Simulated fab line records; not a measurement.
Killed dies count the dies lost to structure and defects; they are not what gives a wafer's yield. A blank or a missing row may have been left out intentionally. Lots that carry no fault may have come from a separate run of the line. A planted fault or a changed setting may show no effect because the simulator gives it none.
fab line records + flow n5Finfet
record
- lots=7
- wafers=39
route steps=1938 shown DUMMY_GATE@215 SPACER0@260 SD_EPI_N@267 MOL_CONTACT_COAG@610
startH: hours from the record's first day to the start of the lot's first wafer shown + waitH: hours since the lot's step before + " unchanged from the row above + L1.1+2: several wafers, shown together as one row + - no value, or no start was given + * or withheld: withheld + < > ~ a bound
route shown NAME@n: NAME is a module with steps in the file, n the number in the route of the first one + usual: mean/standard deviation of fault-free wafers + same: alike in all rows + chamber/n: place in a boat + sites: each site's reading + _std_site: their standard deviation + _edge_site: inner sites' mean taken away from outer sites' mean + radiusMm: for every site, how far away it sits from the centre of the wafer + mask NAME#n: copy n + behind: the last tool/chamber to shape the wafer + hold: reason for holding the lot/hours on hold/outcome of the hold + device: transistor that didn't switch, given as n, p or np + end of line: at the end of the route, the tests of the same wafers + a step without rows: its recipe alone + killed: dies lost to structure and defects at the first sort, not the wafer's yield + map: the dies of a wafer, with x for killed, . for not killed, _ for no die there
set.NAME: the setting that was run; set.NAME@STEP: the one run at that earlier step + model.NAME: the simulator's own value behind a step, which no gauge read
one table per step and one row per wafer, for lots whose settings were changed on purpose
## steps
# step N5_DUMMY_GATE_CVD_03
# recipe
- material=a-Si
- targetThkA=1500
- tempC=530
- precursor=SiH4
- timeS=8042
| lot.wafer | tool     | chamber | startH | waitH | set.targetThkA | model.a-Si_of_DUMMY_GATE_CVD_03.thkNm |
|-----------|----------|---------|--------|-------|----------------|---------------------------------------|
| L075.1    | -        | -       | -      | 1.5   | 1500           | 149                                   |
| L075.2    | "        | -       | "      | "     | 1500           | 148                                   |
| L075.3    | "        | -       | "      | "     | 1500           | 147.2                                 |
| L075.4    | "        | -       | "      | "     | 1500           | 148.2                                 |
| L075.5    | "        | -       | "      | "     | 1500           | 147                                   |
| L075.6    | "        | -       | "      | "     | 1500           | 147.8                                 |
| L079.1+6  | -        | -       | -      | 0.1   | 1500           | 152.6                                 |
| L079.2    | "        | -       | "      | "     | 1500           | 153.4                                 |
| L079.3    | "        | -       | "      | "     | 1500           | 151.8                                 |
| L079.4    | "        | -       | "      | "     | 1500           | 152.2                                 |
| L079.5    | "        | -       | "      | "     | 1500           | 152.4                                 |
| L081.1    | lpcvd-02 | 1/15    | 80.07  | 0.1   | 1500           | 150.6                                 |
| L081.3    | "        | 1/25    | "      | "     | 1500           | 149.4                                 |
| L081.4    | "        | 1/29    | "      | "     | 1500           | 151                                   |
| L082.1    | -        | -       | -      | 0.1   | 1500           | 149.2                                 |
| L082.2+6  | "        | -       | "      | "     | 1500           | 148.4                                 |
| L082.3    | "        | -       | "      | "     | 1500           | 148.8                                 |
| L082.4    | "        | -       | "      | "     | 1500           | 150.4                                 |
| L082.5    | "        | -       | "      | "     | 1500           | 148.6                                 |
| L089.1    | -        | -       | -      | 0.1   | 1363           | 136.6                                 |
| L089.2+3  | "        | -       | "      | "     | 1363           | 134.4                                 |
| L089.4    | "        | -       | "      | "     | 1363           | 136.4                                 |
| L089.5    | "        | -       | "      | "     | 1363           | 136                                   |
| L089.6    | "        | -       | "      | "     | 1363           | 135.2                                 |
| L093.1    | -        | -       | -      | 0.1   | 1609           | 161.6                                 |
| L093.2+5  | "        | -       | "      | "     | 1609           | 160                                   |
| L093.3    | "        | -       | "      | "     | 1609           | 160.6                                 |
| L093.4    | "        | -       | "      | "     | 1609           | 160.4                                 |
| L093.6    | "        | -       | "      | "     | 1609           | 161.2                                 |
| L094.1+4  | -        | -       | -      | 0.1   | 1500           | 149.4                                 |
| L094.2    | "        | -       | "      | "     | 1500           | 148                                   |
| L094.3    | "        | -       | "      | "     | 1500           | 149.2                                 |
| L094.5    | "        | -       | "      | "     | 1500           | 150                                   |
| L094.6    | "        | -       | "      | "     | 1500           | 148.6                                 |
# step N5_DUMMY_GATE_ETCH_37
# recipe
- chemistry=N2/H2
- target=SOC
- targetDepthA=600
- overetchA=300
- tempC=40
- ionEnergyEv=200
- pressureMtorr=30
- sourceW=840
- biasW=150
- n2FlowSccm=200
- h2FlowSccm=200
# usual
- rfVppV=523.2/2.2
| lot.wafer | tool       | chamber | startH | waitH | set.sourceW | rfVppV |
|-----------|------------|---------|--------|-------|-------------|--------|
| L075.1    | rieDiel-03 | 3       | 55.45  | 0.0   | 840         | 521.4  |
| L075.2    | "          | 1       | "      | "     | 840         | 527.0  |
| L075.3    | "          | 2       | "      | "     | 840         | 520.4  |
| L075.4    | "          | 0       | "      | "     | 840         | 526.4  |
| L075.5    | "          | 2       | "      | "     | 840         | 519.6  |
| L075.6    | "          | 1       | "      | "     | 840         | 528.4  |
| L079.1    | rieDiel-03 | 0       | 75.77  | 0.0   | 840         | 526.1  |
| L079.2    | "          | 2       | "      | "     | 840         | 519.8  |
| L079.3    | "          | 1       | "      | "     | 840         | 527.0  |
| L079.4    | "          | 3       | "      | "     | 840         | 520.9  |
| L079.5    | "          | 3       | "      | "     | 840         | 520.8  |
| L079.6    | "          | 2       | "      | "     | 840         | 520.1  |
| L081.1    | rieDiel-03 | 1       | 88.62  | 0.0   | 840         | 526.5  |
| L081.3    | "          | 2       | "      | "     | 840         | 519.5  |
| L081.4    | "          | 0       | "      | "     | 840         | 525.8  |
| L082.1    | rieDiel-03 | 2       | 95.25  | 0.0   | 840         | 521.5  |
| L082.2    | "          | 0       | "      | "     | 702.4       | 559.0  |
| L082.3    | "          | 1       | "      | "     | 840         | 526.1  |
| L082.4    | "          | 3       | "      | "     | 702.4       | 552.6  |
| L082.5    | "          | 3       | "      | "     | 840         | 522.1  |
| L082.6    | "          | 2       | "      | "     | 702.4       | 549.7  |
| L089.1    | rieDiel-02 | 3       | 136.64 | 0.0   | 840         | 524.3  |
| L089.2    | "          | 1       | "      | "     | 840         | 524.1  |
| L089.3    | "          | 0       | "      | "     | 840         | 524.2  |
| L089.4    | "          | 2       | "      | "     | 840         | 521.9  |
| L089.5    | "          | 1       | "      | "     | 840         | 522.5  |
| L089.6    | "          | 0       | "      | "     | 840         | 522.3  |
| L093.1    | rieDiel-01 | 0       | 164.68 | 0.0   | 897         | 510.4  |
| L093.2    | "          | 3       | "      | "     | 897         | 512.6  |
| L093.3    | "          | 1       | "      | "     | 897         | 511.2  |
| L093.4    | "          | 2       | "      | "     | 840         | 521.5  |
| L093.5    | "          | 3       | "      | "     | 840         | 523.9  |
| L093.6    | "          | 0       | "      | "     | 840         | 523.5  |
| L094.1    | rieDiel-01 | 2       | 168.27 | 0.0   | 792         | 531.2  |
| L094.2    | "          | 3       | "      | "     | 792         | 534.0  |
| L094.3    | "          | 1       | "      | "     | 792         | 533.9  |
| L094.4    | "          | 0       | "      | "     | 840         | 523.9  |
| L094.5    | "          | 1       | "      | "     | 840         | 524.1  |
| L094.6    | "          | 0       | "      | "     | 840         | 523.0  |
# step N5_SPACER0_ALD_08
# recipe
- material=SiNx
- targetThkA=20
- tempC=400
- aldPrecursorFamily=SiH2I2
- aldCoReactant=N2/H2-plasma
- pressureTorr=2
| lot.wafer        | tool      | chamber     | startH | waitH | set.targetThkA |
|------------------|-----------|-------------|--------|-------|----------------|
| L075.1+3+5       | aldSin-03 | 1,3,3       | 56.91  | 0.1   | 17.64          |
| L075.2+4+6       | "         | 2,0,0       | "      | "     | 20             |
| L079.1+3+5       | aldSin-03 | 0,2,1       | 78.44  | 0.1   | 20             |
| L079.2+4+6       | "         | 3,1,0       | "      | "     | 17.27          |
| L081.1+3+4       | aldSin-04 | 2,1,3       | 92.35  | 0.1   | 20             |
| L082.1+4+6       | aldSin-03 | 2,0,2       | 98.25  | 0.1   | 18.17          |
| L082.2+3+5       | "         | 1,3,1       | "      | "     | 20             |
| L089.1+2+3+4+5+6 | aldSin-04 | 3,1,2,0,3,2 | 138.45 | 0.1   | 20             |
| L093.1+5+6       | aldSin-02 | 0,0,3       | 166.21 | 0.1   | 20             |
| L093.2+3+4       | "         | 1,2,3       | "      | "     | 18.64          |
| L094.1+3+5       | aldSin-02 | 3,2,0       | 169.98 | 0.1   | 21.55          |
| L094.2+4+6       | "         | 0,1,3       | "      | "     | 20             |
# step N5_SD_EPI_N_EXPOSE_06
# recipe
- maskId=SD_N_BLK
- na=1.35
- sourceShape=conventional
- sigmaOuter=0.8
- polarization=unpolarized
- targetCdNm=120
- doseMj=39.75
| lot.wafer        | tool           | chamber | startH | waitH | mask       | set.doseMj |
|------------------|----------------|---------|--------|-------|------------|------------|
| L075.1+2+4       | arfiScanner-01 | 0       | 57.22  | -     | SD_N_BLK#0 | 39.75      |
| L075.3+5+6       | "              | 0       | "      | "     | SD_N_BLK#0 | 42.82      |
| L079.1+2+4       | arfiScanner-03 | 0       | 78.87  | -     | SD_N_BLK#0 | 39.75      |
| L079.3+5+6       | "              | 0       | "      | "     | SD_N_BLK#0 | 42.13      |
| L081.1+3+4       | arfiScanner-01 | 0       | 92.78  | -     | SD_N_BLK#0 | 39.75      |
| L082.1+2+3+4+5+6 | arfiScanner-01 | 0       | 98.56  | -     | SD_N_BLK#0 | 39.75      |
| L089.1+2+5       | arfiScanner-03 | 0       | 138.88 | -     | SD_N_BLK#0 | 40.95      |
| L089.3+4+6       | "              | 0       | "      | "     | SD_N_BLK#0 | 39.75      |
| L093.1+2+5       | arfiScanner-02 | 0       | 166.64 | -     | SD_N_BLK#0 | 39.75      |
| L093.3+4+6       | "              | 0       | "      | "     | SD_N_BLK#0 | 42.87      |
| L094.1+2+5       | arfiScanner-02 | 0       | 170.28 | -     | SD_N_BLK#0 | 37.37      |
| L094.3+4+6       | "              | 0       | "      | "     | SD_N_BLK#0 | 39.75      |
# step N5_SD_EPI_N_PEB_07
# recipe
- pebTempC=110
- pebTimeS=60
- resist=CAR-ArF-block
# step N5_SD_EPI_N_DEVELOP_08
# recipe
- developTimeS=30
- developer=TMAH
- resist=CAR-ArF-block
- devTempC=23
- rinseLiquid=diw
- dry=airSpin
# step N5_SD_EPI_N_CD_MEAS_09
# recipe
- targetCdNm=120
- landingEnergyEv=500
- detector=seInlens
# usual
- cdNm=119.9/0.82
| lot.wafer | tool     | chamber | startH | waitH | set.doseMj@SD_EPI_N_EXPOSE_06 | cdNm  |
|-----------|----------|---------|--------|-------|-------------------------------|-------|
| L075.1    | cdSem-01 | 0       | 57.34  | -     | 39.75                         | 120.0 |
| L075.2    | "        | 0       | "      | "     | 39.75                         | 119.2 |
| L075.3    | "        | 0       | "      | "     | 42.82                         | 124.9 |
| L075.4    | "        | 0       | "      | "     | 39.75                         | 119.2 |
| L075.5    | "        | 0       | "      | "     | 42.82                         | 123.1 |
| L075.6    | "        | 0       | "      | "     | 42.82                         | 123.6 |
| L079.1    | cdSem-03 | 0       | 79.00  | -     | 39.75                         | 119.0 |
| L079.2    | "        | 0       | "      | "     | 39.75                         | 118.8 |
| L079.3    | "        | 0       | "      | "     | 42.13                         | 123.2 |
| L079.4    | "        | 0       | "      | "     | 39.75                         | 118.7 |
| L079.5    | "        | 0       | "      | "     | 42.13                         | 123.2 |
| L079.6    | "        | 0       | "      | "     | 42.13                         | 123.4 |
| L081.1    | cdSem-01 | 0       | 92.90  | -     | 39.75                         | 121.2 |
| L081.3    | "        | 0       | "      | "     | 39.75                         | 120.2 |
| L081.4    | "        | 0       | "      | "     | 39.75                         | 119.5 |
| L082.1    | cdSem-03 | 0       | 98.69  | -     | 39.75                         | 119.8 |
| L082.2    | "        | 0       | "      | "     | 39.75                         | 120.3 |
| L082.3    | "        | 0       | "      | "     | 39.75                         | 119.6 |
| L082.4    | "        | 0       | "      | "     | 39.75                         | 118.9 |
| L082.5    | "        | 0       | "      | "     | 39.75                         | 120.0 |
| L082.6    | "        | 0       | "      | "     | 39.75                         | 119.4 |
| L089.1    | cdSem-02 | 0       | 139.01 | -     | 40.95                         | 121.2 |
| L089.2    | "        | 0       | "      | "     | 40.95                         | 122.0 |
| L089.3    | "        | 0       | "      | "     | 39.75                         | 119.1 |
| L089.4    | "        | 0       | "      | "     | 39.75                         | 119.4 |
| L089.5    | "        | 0       | "      | "     | 40.95                         | 120.8 |
| L089.6    | "        | 0       | "      | "     | 39.75                         | 118.3 |
| L093.1    | cdSem-01 | 0       | 166.76 | -     | 39.75                         | 119.6 |
| L093.2    | "        | 0       | "      | "     | 39.75                         | 119.1 |
| L093.3    | "        | 0       | "      | "     | 42.87                         | 124.9 |
| L093.4    | "        | 0       | "      | "     | 42.87                         | 124.2 |
| L093.5    | "        | 0       | "      | "     | 39.75                         | 119.9 |
| L093.6    | "        | 0       | "      | "     | 42.87                         | 124.6 |
| L094.1    | cdSem-03 | 0       | 170.41 | -     | 37.37                         | 116.0 |
| L094.2    | "        | 0       | "      | "     | 37.37                         | 116.3 |
| L094.3    | "        | 0       | "      | "     | 39.75                         | 120.9 |
| L094.4    | "        | 0       | "      | "     | 39.75                         | 119.8 |
| L094.5    | "        | 0       | "      | "     | 37.37                         | 116.3 |
| L094.6    | "        | 0       | "      | "     | 39.75                         | 118.9 |
# step N5_SD_EPI_N_DESCUM_14
# recipe
- chemistry=O2
- timeS=7.9
- sourcePowerW=50
- biasPowerW=20
- pressureMtorr=20
- rfFrequencyHz=2.712e+07
- tempC=40
- resist=CAR-ArF-block
- o2FlowSccm=225
| lot.wafer | tool       | chamber | startH | waitH | set.doseMj@SD_EPI_N_EXPOSE_06 | model.SD_EPI_N.cdNm |
|-----------|------------|---------|--------|-------|-------------------------------|---------------------|
| L075.1    | rieDiel-04 | 1       | 57.43  | 0.0   | 39.75                         | 120.2               |
| L075.2    | "          | 2       | "      | "     | 39.75                         | 119.4               |
| L075.3    | "          | 3       | "      | "     | 42.82                         | 124.6               |
| L075.4    | "          | 2       | "      | "     | 39.75                         | 119.6               |
| L075.5    | "          | 3       | "      | "     | 42.82                         | 123                 |
| L075.6    | "          | 1       | "      | "     | 42.82                         | 123.6               |
| L079.1+4  | rieDiel-04 | 3,0     | 79.26  | 0.2   | 39.75                         | 118.6               |
| L079.2    | "          | 2       | "      | "     | 39.75                         | 118.4               |
| L079.3    | "          | 1       | "      | "     | 42.13                         | 123.4               |
| L079.5+6  | "          | 1,0     | "      | "     | 42.13                         | 123.6               |
| L081.1    | rieDiel-05 | 1       | 92.99  | 0.0   | 39.75                         | 120.6               |
| L081.3    | "          | 3       | "      | "     | 39.75                         | 120.4               |
| L081.4    | "          | 0       | "      | "     | 39.75                         | 119.8               |
| L082.1    | rieDiel-06 | 0       | 98.79  | 0.0   | 39.75                         | 119.8               |
| L082.2    | "          | 3       | "      | "     | 39.75                         | 120.6               |
| L082.3+5  | "          | 1,0     | "      | "     | 39.75                         | 119.6               |
| L082.4    | "          | 1       | "      | "     | 39.75                         | 119                 |
| L082.6    | "          | 3       | "      | "     | 39.75                         | 118.8               |
| L089.1    | rieDiel-04 | 1       | 139.10 | 0.0   | 40.95                         | 121.2               |
| L089.2    | "          | 2       | "      | "     | 40.95                         | 122                 |
| L089.3    | "          | 3       | "      | "     | 39.75                         | 119.2               |
| L089.4    | "          | 3       | "      | "     | 39.75                         | 119.4               |
| L089.5    | "          | 2       | "      | "     | 40.95                         | 121                 |
| L089.6    | "          | 1       | "      | "     | 39.75                         | 118.4               |
| L093.1    | rieDiel-04 | 0       | 166.85 | 0.0   | 39.75                         | 119.2               |
| L093.2    | "          | 1       | "      | "     | 39.75                         | 119                 |
| L093.3    | "          | 2       | "      | "     | 42.87                         | 125                 |
| L093.4    | "          | 0       | "      | "     | 42.87                         | 124                 |
| L093.5    | "          | 1       | "      | "     | 39.75                         | 120                 |
| L093.6    | "          | 2       | "      | "     | 42.87                         | 124.4               |
| L094.1+2  | rieDiel-06 | 0,2     | 170.50 | 0.0   | 37.37                         | 116                 |
| L094.3    | "          | 1       | "      | "     | 39.75                         | 120.6               |
| L094.4    | "          | 3       | "      | "     | 39.75                         | 119.4               |
| L094.5    | "          | 0       | "      | "     | 37.37                         | 115.6               |
| L094.6    | "          | 3       | "      | "     | 39.75                         | 118.6               |
# step N5_SD_EPI_N_ETCH_34
# recipe
- chemistry=CF4
- target=SiARC
- targetDepthA=455
- maskMaterial=CAR-ArF-block
- timeS=75.8
- ionEnergyEv=80
- pressureMtorr=40
- sourceW=545
- biasW=36
- Ar_flow_sccm=100
- cf4FlowSccm=100
- ends=cleared
| lot.wafer | tool       | chamber | startH | waitH | set.doseMj@SD_EPI_N_EXPOSE_06 | model.SD_EPI_N.cdNm |
|-----------|------------|---------|--------|-------|-------------------------------|---------------------|
| L075.1    | rieDiel-04 | 1       | 57.47  | 0.0   | 39.75                         | 120.4               |
| L075.2    | "          | 2       | "      | "     | 39.75                         | 119.2               |
| L075.3    | "          | 3       | "      | "     | 42.82                         | 124.8               |
| L075.4    | "          | 2       | "      | "     | 39.75                         | 119.4               |
| L075.5    | "          | 3       | "      | "     | 42.82                         | 123.6               |
| L075.6    | "          | 1       | "      | "     | 42.82                         | 123.8               |
| L079.1    | rieDiel-04 | 3       | 79.30  | 0.0   | 39.75                         | 119                 |
| L079.2    | "          | 2       | "      | "     | 39.75                         | 118.2               |
| L079.3+6  | "          | 1,0     | "      | "     | 42.13                         | 123.6               |
| L079.4    | "          | 0       | "      | "     | 39.75                         | 118.4               |
| L079.5    | "          | 1       | "      | "     | 42.13                         | 124                 |
| L081.1    | rieDiel-05 | 1       | 93.03  | 0.0   | 39.75                         | 120.8               |
| L081.3    | "          | 3       | "      | "     | 39.75                         | 120.4               |
| L081.4    | "          | 0       | "      | "     | 39.75                         | 120                 |
| L082.1+5  | rieDiel-06 | 0       | 98.82  | 0.0   | 39.75                         | 120                 |
| L082.2    | "          | 3       | "      | "     | 39.75                         | 120.8               |
| L082.3    | "          | 1       | "      | "     | 39.75                         | 119.6               |
| L082.4    | "          | 1       | "      | "     | 39.75                         | 118.8               |
| L082.6    | "          | 3       | "      | "     | 39.75                         | 119.2               |
| L089.1    | rieDiel-04 | 1       | 139.13 | 0.0   | 40.95                         | 121.4               |
| L089.2    | "          | 2       | "      | "     | 40.95                         | 122                 |
| L089.3    | "          | 3       | "      | "     | 39.75                         | 119.4               |
| L089.4    | "          | 3       | "      | "     | 39.75                         | 119.6               |
| L089.5    | "          | 2       | "      | "     | 40.95                         | 120.8               |
| L089.6    | "          | 1       | "      | "     | 39.75                         | 118.4               |
| L093.1    | rieDiel-04 | 0       | 166.89 | 0.0   | 39.75                         | 119                 |
| L093.2    | "          | 1       | "      | "     | 39.75                         | 118.8               |
| L093.3    | "          | 2       | "      | "     | 42.87                         | 124.4               |
| L093.4+6  | "          | 0,2     | "      | "     | 42.87                         | 124                 |
| L093.5    | "          | 1       | "      | "     | 39.75                         | 119.8               |
| L094.1    | rieDiel-06 | 0       | 170.53 | 0.0   | 37.37                         | 116.2               |
| L094.2    | "          | 2       | "      | "     | 37.37                         | 115.6               |
| L094.3    | "          | 1       | "      | "     | 39.75                         | 120.6               |
| L094.4    | "          | 3       | "      | "     | 39.75                         | 119.4               |
| L094.5    | "          | 0       | "      | "     | 37.37                         | 115.8               |
| L094.6    | "          | 3       | "      | "     | 39.75                         | 118.8               |
# step N5_SD_EPI_N_ETCH_35
# recipe
- chemistry=N2/H2
- target=SOC
- overetchA=1080
- maskMaterial=SiARC
- tempC=40
- ionEnergyEv=100
- sourceW=3000
- biasW=133
- pressureMtorr=20
- timeS=486
- n2FlowSccm=200
- h2FlowSccm=200
# usual
- rfVppV=241.3/1.2
| lot.wafer | tool       | chamber | startH | waitH | set.sourceW | rfVppV |
|-----------|------------|---------|--------|-------|-------------|--------|
| L075.1    | rieDiel-04 | 1       | 57.52  | 0.0   | 2566        | 255.6  |
| L075.2    | "          | 2       | "      | "     | 3000        | 241.3  |
| L075.3    | "          | 3       | "      | "     | 3000        | 240.8  |
| L075.4    | "          | 2       | "      | "     | 2566        | 254.6  |
| L075.5    | "          | 3       | "      | "     | 3000        | 242.9  |
| L075.6    | "          | 1       | "      | "     | 2566        | 255.2  |
| L079.1    | rieDiel-04 | 3       | 79.35  | 0.0   | 3557        | 225.8  |
| L079.2    | "          | 2       | "      | "     | 3000        | 242.8  |
| L079.3    | "          | 1       | "      | "     | 3000        | 241.2  |
| L079.4    | "          | 0       | "      | "     | 3000        | 239.5  |
| L079.5    | "          | 1       | "      | "     | 3557        | 228.1  |
| L079.6    | "          | 0       | "      | "     | 3557        | 226.6  |
| L081.1    | rieDiel-05 | 1       | 93.08  | 0.0   | 3000        | 242.5  |
| L081.3    | "          | 3       | "      | "     | 3000        | 238.6  |
| L081.4    | "          | 0       | "      | "     | 3000        | 241.9  |
| L082.1    | rieDiel-06 | 0       | 98.88  | 0.0   | 3000        | 241.0  |
| L082.2    | "          | 3       | "      | "     | 2540        | 255.8  |
| L082.3    | "          | 1       | "      | "     | 2540        | 254.7  |
| L082.4    | "          | 1       | "      | "     | 2540        | 256.2  |
| L082.5    | "          | 0       | "      | "     | 3000        | 241.1  |
| L082.6    | "          | 3       | "      | "     | 3000        | 241.2  |
| L089.1    | rieDiel-04 | 1       | 139.19 | 0.0   | 3425        | 229.4  |
| L089.2    | "          | 2       | "      | "     | 3000        | 242.2  |
| L089.3    | "          | 3       | "      | "     | 3000        | 240.2  |
| L089.4    | "          | 3       | "      | "     | 3425        | 228.3  |
| L089.5    | "          | 2       | "      | "     | 3425        | 231.4  |
| L089.6    | "          | 1       | "      | "     | 3000        | 240.6  |
| L093.1    | rieDiel-04 | 0       | 166.94 | 0.0   | 3000        | 241.6  |
| L093.2    | "          | 1       | "      | "     | 2765        | 248.2  |
| L093.3    | "          | 2       | "      | "     | 3000        | 241.8  |
| L093.4    | "          | 0       | "      | "     | 2765        | 247.2  |
| L093.5    | "          | 1       | "      | "     | 3000        | 242.9  |
| L093.6    | "          | 2       | "      | "     | 2765        | 249.0  |
| L094.1    | rieDiel-06 | 0       | 170.59 | 0.0   | 3000        | 242.5  |
| L094.2    | "          | 2       | "      | "     | 3000        | 241.6  |
| L094.3    | "          | 1       | "      | "     | 3000        | 238.9  |
| L094.4    | "          | 3       | "      | "     | 3000        | 240.3  |
| L094.5    | "          | 0       | "      | "     | 3000        | 241.3  |
| L094.6    | "          | 3       | "      | "     | 3000        | 238.9  |
# step N5_SD_EPI_N_STRIP_36
# recipe
- chemistry=N2/H2
- tempC=40
- n2FlowSccm=200
- h2FlowSccm=200
- rfFrequencyHz=6e+07
# step N5_SD_EPI_N_ETCHBACK_44
# recipe
- chemistry=CH3F/O2
- mode=anisotropicEtchback
- target=SiNx
- targetDepthA=145
- stopOn=SiO2
- overEtchFrac=0.3
- ionEnergyEv=120
- pressureMtorr=30
- sourceW=395
- biasW=73
- Ar_flow_sccm=150
- CH3F_flow_sccm=30
- O2_flow_sccm=20
# step N5_SD_EPI_N_SD_RECESS_17
# recipe
- chemistry=HBr/Cl2/O2
- targetDepthA=410
- maskMaterial=SOC
- timeS=23.7
- btTimeS=3
- pressureMtorr=10
- icpW=800
- biasW=112
- HBr_flow_sccm=150
- Cl2_flow_sccm=80
- O2_flow_sccm=12
# step N5_SD_EPI_N_STRIP_38
# recipe
- chemistry=N2/H2
- powerW=1000
- tempC=250
- h2Frac=0.65
- overashFraction=0.3
- pressureMtorr=withheld
- n2FlowSccm=1750
- h2FlowSccm=3250
# step N5_SD_EPI_N_WET_ETCH_43
# recipe
- chemistry=dHF
- dilution=withheld
- timeS=14
- target=SiO2
- targetDepthA=15
- tempC=25
| lot.wafer        | tool        | chamber     | startH | waitH | set.targetThkA@SPACER0_ALD_08 | model.SiNx_of_SPACER0_ALD_08.thkNm |
|------------------|-------------|-------------|--------|-------|-------------------------------|------------------------------------|
| L075.1+3+5       | wetBench-04 | 5,0,4       | 58.30  | -     | 17.64                         | 1.2                                |
| L075.2+4+6       | "           | 1,6,7       | "      | "     | 20                            | 1.6                                |
| L079.1+3+5       | wetBench-02 | 4,1,0       | 80.13  | -     | 20                            | 1.6                                |
| L079.2+4+6       | "           | 5,6,7       | "      | "     | 17.27                         | 1.2                                |
| L081.1+3+4       | wetBench-02 | 4,7,6       | 93.86  | -     | 20                            | 1.6                                |
| L082.1+4+6       | wetBench-04 | 3,0,4       | 99.66  | -     | 18.17                         | 1.4                                |
| L082.2+3+5       | "           | 1,2,5       | "      | "     | 20                            | 1.6                                |
| L089.1+2+3+4+5+6 | wetBench-01 | 4,2,0,3,1,5 | 139.97 | -     | 20                            | 1.6                                |
| L093.1+5         | wetBench-04 | 1,7         | 167.72 | -     | 20                            | 1.4                                |
| L093.2+3+4       | "           | 4,3,0       | "      | "     | 18.64                         | 1.4                                |
| L093.6           | "           | 2           | "      | "     | 20                            | 1.6                                |
| L094.1+3+5       | wetBench-04 | 1,5,2       | 171.37 | -     | 21.55                         | 1.6                                |
| L094.2+6         | "           | 3,0         | "      | "     | 20                            | 1.6                                |
| L094.4           | "           | 4           | "      | "     | 20                            | 1.4                                |
# step N5_MOL_CONTACT_COAG_ETCH_67
# recipe
- chemistry=N2/H2
- target=SOC
- targetDepthA=600
- overetchA=210
- maskMaterial=SiARC
- tempC=40
- timeS=101.2
- ionEnergyEv=200
- pressureMtorr=30
- sourceW=840
- biasW=150
- n2FlowSccm=200
- h2FlowSccm=200
# usual
- rfVppV=525.1/2.1
| lot.wafer | tool       | chamber | startH | waitH | set.sourceW | rfVppV |
|-----------|------------|---------|--------|-------|-------------|--------|
| L075.1    | rieDiel-04 | 3       | 106.84 | 0.0   | 731.8       | 546.5  |
| L075.2    | "          | 1       | "      | "     | 840         | 526.9  |
| L075.3    | "          | 0       | "      | "     | 840         | 523.6  |
| L075.4    | "          | 2       | "      | "     | 731.8       | 553.3  |
| L075.5    | "          | 1       | "      | "     | 731.8       | 550.6  |
| L075.6    | "          | 0       | "      | "     | 840         | 523.2  |
| L079.1    | rieDiel-04 | 3       | 128.05 | 0.0   | 840         | 523.2  |
| L079.2    | "          | 1       | "      | "     | 840         | 524.3  |
| L079.3    | "          | 2       | "      | "     | 897.4       | 513.7  |
| L079.4    | "          | 1       | "      | "     | 897.4       | 515.3  |
| L079.5    | "          | 3       | "      | "     | 897.4       | 511.4  |
| L079.6    | "          | 2       | "      | "     | 840         | 525.4  |
| L081.1    | rieDiel-06 | 1       | 145.56 | 0.0   | 840         | 523.8  |
| L081.3    | "          | 3       | "      | "     | 840         | 522.7  |
| L081.4    | "          | 0       | "      | "     | 840         | 524.1  |
| L082.1    | rieDiel-05 | 1       | 149.75 | 0.0   | 711.6       | 555.4  |
| L082.2    | "          | 3       | "      | "     | 711.6       | 558.8  |
| L082.3    | "          | 0       | "      | "     | 840         | 526.4  |
| L082.4    | "          | 2       | "      | "     | 711.6       | 557.5  |
| L082.5    | "          | 1       | "      | "     | 840         | 524.8  |
| L082.6    | "          | 0       | "      | "     | 840         | 527.5  |
| L089.1    | rieDiel-05 | 0       | 193.05 | 0.0   | 920.3       | 509.0  |
| L089.2    | "          | 2       | "      | "     | 920.3       | 512.7  |
| L089.3    | "          | 3       | "      | "     | 840         | 528.7  |
| L089.4    | "          | 0       | "      | "     | 840         | 526.9  |
| L089.5    | "          | 3       | "      | "     | 840         | 527.8  |
| L089.6    | "          | 2       | "      | "     | 920.3       | 510.4  |
| L093.1    | rieDiel-06 | 1       | 217.29 | 0.0   | 840         | 522.9  |
| L093.2    | "          | 0       | "      | "     | 695.7       | 557.3  |
| L093.3    | "          | 3       | "      | "     | 840         | 523.4  |
| L093.4    | "          | 2       | "      | "     | 840         | 527.5  |
| L093.5    | "          | 2       | "      | "     | 695.7       | 560.2  |
| L093.6    | "          | 1       | "      | "     | 695.7       | 556.5  |
| L094.1    | rieDiel-05 | 2       | 221.84 | 0.0   | 915.3       | 511.4  |
| L094.2    | "          | 3       | "      | "     | 915.3       | 513.4  |
| L094.3    | "          | 0       | "      | "     | 915.3       | 511.4  |
| L094.4    | "          | 1       | "      | "     | 840         | 525.0  |
| L094.5    | "          | 3       | "      | "     | 840         | 528.1  |
| L094.6    | "          | 0       | "      | "     | 840         | 526.2  |
## key
split
- step=N5_DUMMY_GATE_CVD_03
- setting=targetThkA
- stated=1500
- by=lot
response
- step=N5_DUMMY_GATE_CVD_03
- reading=model.a-Si_of_DUMMY_GATE_CVD_03.thkNm
- change=+1.53
- per=1%
- r=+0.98
split
- step=N5_DUMMY_GATE_ETCH_37
- setting=sourceW
- stated=840
- by=wafer
response
- step=N5_DUMMY_GATE_ETCH_37
- reading=rfVppV
- change=-1.82
- per=1%
- r=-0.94
split
- step=N5_SPACER0_ALD_08
- setting=targetThkA
- stated=20
- by=wafer
response
- step=N5_SD_EPI_N_WET_ETCH_43
- reading=model.SiNx_of_SPACER0_ALD_08.thkNm
- change=+0.0252
- per=1%
- r=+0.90
split
- step=N5_SD_EPI_N_EXPOSE_06
- setting=doseMj
- stated=39.75
- by=wafer
response
- step=N5_SD_EPI_N_CD_MEAS_09
- reading=cdNm
- change=+0.64
- per=1%
- r=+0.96
response
- step=N5_SD_EPI_N_DESCUM_14
- reading=model.SD_EPI_N.cdNm
- change=+0.642
- per=1%
- r=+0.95
response
- step=N5_SD_EPI_N_ETCH_34
- reading=model.SD_EPI_N.cdNm
- change=+0.658
- per=1%
- r=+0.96
split
- step=N5_SD_EPI_N_ETCH_35
- setting=sourceW
- stated=3000
- by=wafer
response
- step=N5_SD_EPI_N_ETCH_35
- reading=rfVppV
- change=-0.846
- per=1%
- r=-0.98
split
- step=N5_MOL_CONTACT_COAG_ETCH_67
- setting=sourceW
- stated=840
- by=wafer
response
- step=N5_MOL_CONTACT_COAG_ETCH_67
- reading=rfVppV
- change=-1.91
- per=1%
- r=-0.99
